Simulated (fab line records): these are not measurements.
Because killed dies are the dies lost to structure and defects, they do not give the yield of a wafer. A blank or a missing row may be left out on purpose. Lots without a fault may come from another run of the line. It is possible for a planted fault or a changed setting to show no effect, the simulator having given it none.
Chamber matching	flow n5 finfet	N5_HKMG_FIN_ETCH_55 on rie diel-02: 4 sister chambers
The step etches SOC in N2/H2, target depth 240 nm, time 300 s. 4 wafers are shown with their chamber, then 7 later ones without.

## WAFERS WITH THEIR CHAMBER
wafer	chamber	showerhead plenum p Torr (Torr)
L081.1	3	2.45
L081.2	2	2.69
L085.1	1	2.65
L085.2	0	2.43

## WAFERS WITHOUT THEIR CHAMBER
wafer	showerhead plenum p Torr (Torr)
L085.6	2.45
L088.2	2.68
L088.5	2.68
L088.6	2.44
L092.1	2.68
L092.2	2.42
L092.5	2.42

## THE CHAMBER EACH PASSED THROUGH
wafer	from the rows above	in truth
L085.6	3	3
L088.2	2	2
L088.5	2	2
L088.6	can't be placed: 0 or 3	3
L092.1	2	2
L092.2	0	0
L092.5	0	0
6 of 7 placed correctly. Can't be placed from these rows: 1 (the true chamber is among the candidates in 1). Placed wrongly: 0.
How it was worked out, from the rows above alone: a wafer's distance from a chamber is the root of the sum, over the readings, of the square of ((its reading less the chamber's mean) divided by the reading's scatter). The wafer belongs to the nearest chamber; if the next one is less than 2 further off, it can't be placed. Each chamber's mean is taken over the wafers shown for it. The scatter: with one shown wafer a chamber, the root of the mean of the squares of how far each hidden wafer lies from its nearest shown one.
